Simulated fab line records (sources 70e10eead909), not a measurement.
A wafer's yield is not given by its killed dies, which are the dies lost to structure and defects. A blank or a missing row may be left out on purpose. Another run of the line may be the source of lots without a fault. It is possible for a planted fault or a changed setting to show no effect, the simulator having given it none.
fab line records ; flow nand-harc
record lots=5; wafers=15; last-day=29
route steps=1302 shown P_GATE@155 END@1302
lots untouched by any fault: they come from a run of this same line in which no faults occurred
start-h: hours from the record's first day to the start of the lot's first wafer shown ; wait-h: hours elapsed since this lot's preceding step ; " unchanged from the row above ; L1.1+2: several wafers, shown together as one row ; - no value, or no start was given ; * or withheld: withheld ; < > ~ a bound
route shown NAME@n: NAME is a module with steps in the file, n the number in the route of the first one ; usual: the fault-free wafers' mean and standard deviation ; same: alike in all rows ; chamber/n: place in a boat ; sites: readings site by site ; _std_site: their standard deviation ; _edge_site: outer sites' mean less inner sites' ; radius-mm: how far each site lies from the wafer's centre ; mask NAME#n: copy n ; behind: the most recent tool/chamber to have shaped the wafer ; hold: cause of the lot's hold/its duration in hours/its outcome ; device: which transistor (n, p or np) failed to switch ; end of line: tests of these same wafers at the route's end ; for a step that has no rows: nothing shown but its recipe ; killed: at the first sort, the dies lost to defects and structure; wafer yield is something else ; map: a wafer's dies, marking killed ones x, the rest . and places with no die _
set.NAME: the run value of the setting; set.NAME@STEP: its run value at that earlier step ; model.NAME: the simulator's own value behind a step, which no gauge read
lots at selected steps of the route; one table per step, one row per wafer
services: a tool's chamber out of use, with start hour (start-h, from the record's first day; less than 0 if before it), hours out, and reason
## steps
# step NHARC_P_GATE_ALD_36
# recipe target-thk-a=200; pulse-time-s=60; ald-cycles=223; temp-c=400; material=SiNx
# usual heater-power-w=835/80; precursor-pulse-height-rel=1.003/0.02
lot.wafer;tool;chamber;start-h;wait-h;heater-power-w;precursor-pulse-height-rel
L638.4;ald-sin-02;1;101.61;-;751;1.010
L638.2;ald-sin-02;2;102.67;-;840;1.024
L638.6;ald-sin-02;2;106.91;-;846;0.974
L640.2;ald-sin-03;3;116.89;-;741;0.992
L640.3;ald-sin-03;0;117.95;-;814;1.006
L640.5;ald-sin-03;2;120.06;-;934;0.978
L643.2;ald-sin-02;0;143.97;-;868;0.963
L643.3;ald-sin-02;2;146.12;-;833;0.994
L643.6;ald-sin-02;0;148.27;-;862;0.996
L651.4;ald-sin-03;1;228.88;-;927;0.998
L651.1;ald-sin-03;3;230.98;-;703;0.970
L651.5;ald-sin-03;0;232.03;-;791;1.011
L652.1;ald-sin-02;2;244.98;-;827;1.021
L652.2;ald-sin-02;3;246.05;-;897;0.977
L652.5;ald-sin-02;2;249.23;-;816;0.994
# step NHARC_P_GATE_ETCHBACK_37
# recipe target-depth-a=345; time-s=17.2; chf3-flow-sccm=50; o2-flow-sccm=10; ar-flow-sccm=200; rf-w=500; bias-w=200; chemistry=CHF3/O2
# usual drypump-motor-current-A=6.0/0.35; oes-product-au=0.96/0.035; rf-vpp-V=371.2/2; showerhead-plenum-p-Torr=2.43/0.082; throttle-valve-pct=20.572/0.0091
lot.wafer;tool;chamber;start-h;wait-h;drypump-motor-current-A;oes-product-au;rf-hours-counter-h;rf-vpp-V;showerhead-plenum-p-Torr;throttle-valve-pct
L638.4;rie-diel-11;1;-;-;6.2;1.02;0.9;369.9;2.36;20.565
L638.2;rie-diel-11;2;-;-;6.4;1.00;1.3;374.8;2.55;20.558
L638.6;rie-diel-11;2;-;-;6.4;1.02;-;373.6;2.55;20.560
L640.2;rie-diel-03;3;-;-;5.9;0.92;0.2;373.2;2.52;20.562
L640.3;rie-diel-03;2;-;-;5.8;0.92;0.2;372.8;2.47;20.583
L640.5;rie-diel-03;3;-;-;5.9;0.93;-;373.9;2.52;20.575
L643.3;rie-diel-11;1;-;-;6.1;1.01;2.1;370.5;2.36;20.567
L643.2;rie-diel-11;3;-;-;5.5;0.93;3.1;374.1;2.59;20.571
L643.6;rie-diel-11;0;-;-;5.3;0.94;-;369.8;2.40;20.558
L651.4;rie-diel-11;0;-;-;5.3;0.95;6.0;368.9;2.39;20.572
L651.1;rie-diel-11;1;-;-;6.2;0.95;7.5;369.9;2.36;20.569
L651.5;rie-diel-11;0;-;-;5.3;0.93;-;370.7;2.39;20.595
L652.1;rie-diel-11;1;-;-;6.2;0.95;7.8;369.5;2.36;20.570
L652.2;rie-diel-11;3;-;-;5.5;0.93;8.0;374.6;2.58;20.570
L652.5;rie-diel-11;1;-;-;6.1;0.96;-;370.1;2.36;20.567
# step NHARC_P_GATE_STRIP_101
# recipe time-s=20; o2-flow-sccm=500; ar-flow-sccm=0; bias-w=0; chemistry=O2
# usual drypump-motor-current-A=5.9/0.34; oes-product-au=1.004/0.012; rf-vpp-V=57.9/0.9; showerhead-plenum-p-Torr=3.56/0.12; throttle-valve-pct=17.036/0.0083
lot.wafer;tool;chamber;start-h;wait-h;drypump-motor-current-A;oes-product-au;rf-hours-counter-h;rf-vpp-V;showerhead-plenum-p-Torr;throttle-valve-pct
L638.2;rie-diel-11;0;111.24;0.1;5.3;1.016;0.9;58.2;3.52;17.033
L638.4;rie-diel-11;1;111.24;0.1;6.2;1.036;0.9;57.2;3.47;17.034
L638.6;rie-diel-11;3;111.24;0.1;5.5;1.008;-;58.2;3.79;17.015
L640.3;rie-diel-03;3;124.38;0.1;6.0;1.006;0.2;59.5;3.70;17.035
L640.2;rie-diel-03;0;124.38;0.1;5.9;0.999;0.2;57.0;3.43;17.038
L640.5;rie-diel-03;1;124.38;0.1;5.8;0.986;-;59.6;3.58;17.044
L643.3;rie-diel-11;2;152.61;0.1;6.4;1.014;2.3;58.9;3.74;17.030
L643.2;rie-diel-11;0;152.61;0.1;5.3;1.008;2.7;57.9;3.52;17.053
L643.6;rie-diel-11;3;152.61;0.1;5.5;0.997;-;59.7;3.79;17.031
L651.4;rie-diel-11;1;237.41;0.1;6.2;1.015;7.5;57.4;3.46;17.034
L651.1;rie-diel-11;3;237.41;0.1;5.5;1.008;7.6;58.0;3.79;17.032
L651.5;rie-diel-11;1;237.41;0.1;6.2;1.030;-;57.0;3.46;17.038
L652.2;rie-diel-11;0;254.62;0.1;5.3;1.001;6.3;57.5;3.52;17.037
L652.1;rie-diel-11;1;254.62;0.1;6.1;1.019;7.8;58.8;3.46;17.021
L652.5;rie-diel-11;1;254.62;0.1;6.2;1.027;-;58.1;3.46;17.045
# step NHARC_P_GATE_PRECLEAN_97
# recipe time-s=600; temp-c=120; chemistry=SPM
# step NHARC_P_GATE_SRD_98
# step NHARC_P_GATE_PRECLEAN_99
# recipe time-s=*; temp-c=50; bath-age-min=0; chemistry=SC1
# step NHARC_P_GATE_SRD_100
# step NHARC_P_GATE_DEHYDRATE_38
# recipe temp-c=150; time-s=120
# step NHARC_P_GATE_HMDS_39
# recipe time-s=30
# step NHARC_P_GATE_COAT_40
# recipe spin-rpm=3000
# step NHARC_P_GATE_SOFTBAKE_41
# recipe temp-c=122; time-s=95
# step NHARC_P_GATE_EBR_42
# step NHARC_P_GATE_EXPOSE_43
# recipe na=0.6; target-cd-nm=720; dose-mj=14.81; mask-id=P_NSD
lot.wafer;tool;chamber;start-h;wait-h;mask
L638.2+4+6;krf-scanner-03;0;111.88;-;P_NSD#0
L640.2+3+5;krf-scanner-02;0;125.14;-;P_HVPW#0
L643.2+3+6;krf-scanner-02;0;153.38;-;P_NSD#0
L651.1+4+5;krf-scanner-01;0;238.17;-;P_NSD#0
L652.1+2+5;krf-scanner-02;0;255.38;-;P_NSD#0
# step NHARC_P_GATE_PEB_44
# recipe peb-temp-c=118; peb-time-s=85
# step NHARC_P_GATE_DEVELOP_45
# recipe time-s=70
# step NHARC_P_GATE_CD_MEAS_46
# recipe target-cd-nm=720; landing-energy-ev=500
# usual cd-nm=719.1/1.9
lot.wafer;tool;chamber;start-h;wait-h;cd-nm
L638.2;cd-sem-03;0;112.03;-;717.4
L638.4;cd-sem-03;0;112.03;-;717.8
L638.6;cd-sem-03;0;112.03;-;716.6
L640.2;cd-sem-02;0;125.30;-;-
L640.3;cd-sem-02;0;125.30;-;-
L640.5;cd-sem-02;0;125.30;-;-
L643.2;cd-sem-03;0;153.53;-;718.0
L643.3;cd-sem-03;0;153.53;-;717.8
L643.6;cd-sem-03;0;153.53;-;718.2
L651.1;cd-sem-03;0;238.32;-;723.0
L651.4;cd-sem-03;0;238.32;-;719.7
L651.5;cd-sem-03;0;238.32;-;717.6
L652.1;cd-sem-03;0;255.54;-;722.9
L652.2;cd-sem-03;0;255.54;-;719.0
L652.5;cd-sem-03;0;255.54;-;724.3
# step NHARC_P_GATE_HARDBAKE_47
# recipe temp-c=125; time-s=80
# step NHARC_END_SORT_01
# recipe temp-c=25
# usual killed-at-array=56/19; killed-at-other=1.0/1.3; killed-at-periphery=3.8/2.2; killed-dies=61/19; killed-open=3.1/1.9; killed-short=2.3/1.5
# same gross-dies=677
lot.wafer;tool;chamber;start-h;wait-h;hold;killed-at-array;killed-at-other;killed-at-periphery;killed-dies;killed-open;killed-short
L638.2;prober-02;0;573.42;2.8;-;48;0;2;50;1;1
L638.4;prober-02;0;575.00;3.4;-;35;0;4;39;1;2
L638.6;prober-02;0;576.58;4.0;-;50;1;6;57;8;4
L640.2;prober-02;0;586.33;2.8;await-dispo/2.0h/scrap;25;0;652;677;4;3
L640.3;prober-02;0;587.13;3.1;await-dispo/2.0h/scrap;20;0;657;677;5;2
L640.5;prober-02;0;588.73;3.7;await-dispo/2.0h/scrap;19;0;658;677;1;1
L643.2;prober-01;0;601.38;2.8;-;51;1;9;61;7;1
L643.3;prober-01;0;602.17;3.1;-;54;2;7;63;5;2
L643.6;prober-01;0;604.54;4.0;-;53;3;2;58;3;6
L651.1;prober-02;0;700.63;2.5;-;78;2;10;90;4;2
L651.4;prober-02;0;703.02;3.4;-;77;2;6;85;4;1
L651.5;prober-02;0;703.82;3.7;-;71;3;3;77;4;3
L652.1;prober-01;0;704.31;2.5;-;49;1;2;52;1;1
L652.2;prober-01;0;705.11;2.8;-;51;0;1;52;2;1
L652.5;prober-01;0;707.52;3.7;-;51;3;2;56;2;3
# killed by level:class
L638.2 A_CHANNEL_HOLE_D2:chamber-film-flake=30 A_STAIRCASE:chamber-film-flake=6 A_CONTACT:chamber-film-flake=4 A_CHANNEL_HOLE_D1:chamber-film-flake=3 A_CHANNEL_FILL_D1:geometric-particle:short=1 A_ONON_D2:geometric-particle:open=1 P_GATE:chamber-film-flake=1 P_M2:chamber-film-flake=1
L638.4 A_CHANNEL_HOLE_D2:chamber-film-flake=23 A_STAIRCASE:chamber-film-flake=6 P_GATE:chamber-film-flake=2 A_CHANNEL_HOLE_D1:chamber-film-flake=2 A_WL_FILL:chamber-film-flake=2 P_M0:geometric-particle:open=1 A_CHANNEL_FILL_D2:geometric-particle:short=1 A_WL_FILL:geometric-particle:short=1
L638.6 A_CHANNEL_HOLE_D2:chamber-film-flake=35 P_GATE:chamber-film-flake=3 A_STAIRCASE:chamber-film-flake=3 P_M0:geometric-particle:short=2 A_CHANNEL_FILL_D1:geometric-particle:open=2 A_CHANNEL_HOLE_D1:chamber-film-flake=2 P_GATE:geometric-particle:open=1 A_SOURCE_PLATE:geometric-particle:short=1
L640.2 P_GATE:area-expose=650 A_CHANNEL_HOLE_D2:chamber-film-flake=8 A_CHANNEL_HOLE_D1:chamber-film-flake=3 A_WL_FILL:chamber-film-flake=3 A_CONTACT:chamber-film-flake=2 P_M1:geometric-particle:short=1 A_SOURCE_PLATE:geometric-particle:open=1 A_CHANNEL_FILL_D1:geometric-particle:short=1
L640.3 P_GATE:area-expose=652 A_CHANNEL_HOLE_D2:chamber-film-flake=4 A_CONTACT:chamber-film-flake=4 A_WL_FILL:chamber-film-flake=3 P_M0:geometric-particle:open=2 P_GATE:chamber-film-flake=2 A_STAIRCASE:chamber-film-flake=2 A_SLIT:chamber-film-flake=2
L640.5 P_GATE:area-expose=653 A_CHANNEL_HOLE_D2:chamber-film-flake=12 P_GATE:chamber-film-flake=3 A_STAIRCASE:chamber-film-flake=2 A_WL_FILL:chamber-film-flake=2 A_CONTACT:chamber-film-flake=2 P_CONTACT:geometric-particle:short=1 A_BLC:geometric-particle:open=1
L643.2 A_CHANNEL_HOLE_D2:chamber-film-flake=35 P_M2:chamber-film-flake=4 A_CHANNEL_HOLE_D1:chamber-film-flake=3 A_CHANNEL_FILL_D1:geometric-particle:open=2 A_STAIRCASE:chamber-film-flake=2 P_CONTACT:geometric-particle:short=1 P_CONTACT:geometric-particle:open=1 A_ONON_D1:geometric-particle:open=1
L643.3 A_CHANNEL_HOLE_D2:chamber-film-flake=31 P_M2:chamber-film-flake=4 A_CHANNEL_FILL_D2:chamber-film-flake=3 A_WL_FILL:chamber-film-flake=3 A_CONTACT:chamber-film-flake=3 A_STAIRCASE:chamber-film-flake=2 A_CHANNEL_FILL_D1:geometric-particle:open=2 A_ZERO_WELL:chamber-film-flake=2
L643.6 A_CHANNEL_HOLE_D2:chamber-film-flake=32 A_CONTACT:chamber-film-flake=6 THIN_TSV:chamber-film-flake=3 A_CHANNEL_HOLE_D1:chamber-film-flake=3 A_ONON_D2:geometric-particle:short=2 P_CONTACT:geometric-particle:open=1 A_ONON_D1:geometric-particle:short=1 A_ONON_D1:geometric-particle:open=1
L651.1 A_SLIT:chamber-film-flake=35 A_CHANNEL_HOLE_D1:chamber-film-flake=29 P_M1:chamber-film-flake=7 A_CONTACT:chamber-film-flake=5 A_ONON_D2:geometric-particle:open=2 A_WL_FILL:geometric-particle:short=2 P_STI:chamber-film-flake=2 THIN_TSV:chamber-film-flake=2
L651.4 A_CHANNEL_HOLE_D1:chamber-film-flake=33 A_SLIT:chamber-film-flake=33 A_ONON_D1:geometric-particle:open=2 P_ZERO_WELL:chamber-film-flake=2 A_ZERO_WELL:chamber-film-flake=2 THIN_TSV:chamber-film-flake=2 A_STAIRCASE:chamber-film-flake=2 A_WL_FILL:chamber-film-flake=2
L651.5 A_SLIT:chamber-film-flake=30 A_CHANNEL_HOLE_D1:chamber-film-flake=28 A_CONTACT:chamber-film-flake=5 THIN_TSV:chamber-film-flake=3 A_CHANNEL_FILL_D1:geometric-particle:open=2 P_M1:chamber-film-flake=2 P_STI:geometric-particle:open=1 A_SOURCE_PLATE:geometric-particle:short=1
L652.1 A_CHANNEL_HOLE_D1:chamber-film-flake=31 A_CONTACT:chamber-film-flake=6 A_STAIRCASE:chamber-film-flake=3 P_GATE:chamber-film-flake=2 A_SLIT:chamber-film-flake=2 A_WL_FILL:chamber-film-flake=2 A_BONDPAD:chamber-film-flake=2 A_ONON_D1:geometric-particle:short=1
L652.2 A_CHANNEL_HOLE_D1:chamber-film-flake=31 A_SLIT:chamber-film-flake=7 A_CONTACT:chamber-film-flake=4 A_STAIRCASE:chamber-film-flake=3 A_BONDPAD:chamber-film-flake=2 A_SOURCE_PLATE:geometric-particle:short=1 A_DECK1_JOINT:geometric-particle:open=1 A_WL_FILL:geometric-particle:open=1
L652.5 A_CHANNEL_HOLE_D1:chamber-film-flake=29 A_CONTACT:chamber-film-flake=9 THIN_TSV:chamber-film-flake=3 A_DECK1_JOINT:geometric-particle:open=2 A_STAIRCASE:chamber-film-flake=2 A_SLIT:chamber-film-flake=2 A_BONDPAD:chamber-film-flake=2 P_CONTACT:geometric-particle:short=1
# map L640.2 (x killed, . not)
____________x____________
_________xxxxxxx_________
_______xxxxxxxxxxx_______
______xxxxxxxxxxxxx______
_____xxxxxxxxxxxxxxx_____
____xxxxxxxxxxxxxxxxx____
____xxxxxxxxxxxxxxxxx____
___xxxxxxxxxxxxxxxxxxx___
___xxxxxxxxxxxxxxxxxxx___
__xxxxxxxxxxxxxxxxxxxxx__
__xxxxxxxxxxxxxxxxxxxxx__
_xxxxxxxxxxxxxxxxxxxxxxx_
_xxxxxxxxxxxxxxxxxxxxxxx_
_xxxxxxxxxxxxxxxxxxxxxxx_
_xxxxxxxxxxxxxxxxxxxxxxx_
_xxxxxxxxxxxxxxxxxxxxxxx_
xxxxxxxxxxxxxxxxxxxxxxxxx
xxxxxxxxxxxxxxxxxxxxxxxxx
xxxxxxxxxxxxxxxxxxxxxxxxx
xxxxxxxxxxxxxxxxxxxxxxxxx
xxxxxxxxxxxxxxxxxxxxxxxxx
_xxxxxxxxxxxxxxxxxxxxxxx_
_xxxxxxxxxxxxxxxxxxxxxxx_
_xxxxxxxxxxxxxxxxxxxxxxx_
_xxxxxxxxxxxxxxxxxxxxxxx_
_xxxxxxxxxxxxxxxxxxxxxxx_
__xxxxxxxxxxxxxxxxxxxxx__
__xxxxxxxxxxxxxxxxxxxxx__
___xxxxxxxxxxxxxxxxxxx___
___xxxxxxxxxxxxxxxxxxx___
____xxxxxxxxxxxxxxxxx____
____xxxxxxxxxxxxxxxxx____
_____xxxxxxxxxxxxxxx_____
______xxxxxxxxxxxxx______
_______xxxxxxxxxxx_______
_________xxxxxxx_________
____________x____________
# map L652.5 (x killed, . not)
____________.____________
_________.....x._________
_______..........._______
______............x______
_____..............._____
____.....x...........____
____.x.x.............____
___...................___
___...................___
__.x...................__
__....................x__
_.x....................x_
_......x....x.x....x..x._
_...........x..........x_
_..........x........xxxx_
_...........x.....x.xx.x_
...............x...x.xxxx
...................xxxxx.
............x..x....xx.x.
......................x..
.....................x.x.
_..............x..x.xx.._
_....................x.._
_....x.......x........x._
_......................._
_....................x.._
__.....................__
__.....................__
___.......x...........___
___...................___
____.................____
____.................____
_____..............._____
______.............______
_______..........._______
_________.x....._________
____________.____________
## services
tool;chamber;start-h;hours;kind
rie-diel-11;-;78.53;9.0;pm
ald-sin-03;-;79.60;0.7;repair
krf-scanner-02;-;94.00;4.0;pm
ald-sin-03;-;97.47;0.7;repair
rie-diel-03;-;105.01;9.0;pm
ald-sin-02;-;115.28;0.5;repair
rie-diel-11;3;115.96;2.5;repair
rie-diel-11;1;121.85;6.4;repair
rie-diel-11;2;122.63;10.9;repair
ald-sin-02;-;130.58;10.0;pm
krf-scanner-01;-;134.57;0.9;repair
krf-scanner-01;-;135.90;6.9;repair
ald-sin-03;1;153.12;5.1;repair
rie-diel-03;1;155.59;4.8;repair
ald-sin-03;3;166.93;1.9;repair
krf-scanner-02;-;168.34;0.8;repair
rie-diel-11;0;204.59;4.2;repair
rie-diel-03;0;209.83;7.8;repair
ald-sin-02;0;211.77;5.5;repair
ald-sin-03;1;223.65;3.0;repair
ald-sin-02;-;237.82;2.4;repair
ald-sin-02;3;240.36;3.0;repair
rie-diel-03;2;242.91;4.0;repair
ald-sin-03;0;245.38;4.8;repair
## key
first-sign step=NHARC_P_GATE_EXPOSE_43; reading=mask; direction=changed
effect step=NHARC_P_GATE_CD_MEAS_46; reading=cd-nm; direction=missing
effect step=NHARC_END_SORT_01; reading=killed-at-periphery; direction=up; sigmas=99+; usual=3.8; struck=655.7
more-kills-born-at NHARC_P_GATE_EXPOSE_43@krf-scanner-02=1955
met-at NHARC_P_GATE_EXPOSE_43
struck-wafers L640.2,L640.3,L640.5
later-rows-left-out L640.2,L640.3,L640.5
tester-left-out L640
fault kind=wrong-mask; tool=any; chamber=-; onset-h=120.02; steps=NHARC_P_GATE_EXPOSE_43; aux-copy=P_HVPW#0; scope=struck-lots-only
# tester-left-out: of these lots the tester's yield and bins aren't shown, on N5 and GAA mostly nor the transistor test; their killed dies are dies lost to structure and defects alone, not to doping, threshold or leakage, so they don't give the yield
# later-rows-left-out: the simulator's readings of these wafers behind a module that went badly wrong aren't trusted and aren't shown, but for the sort
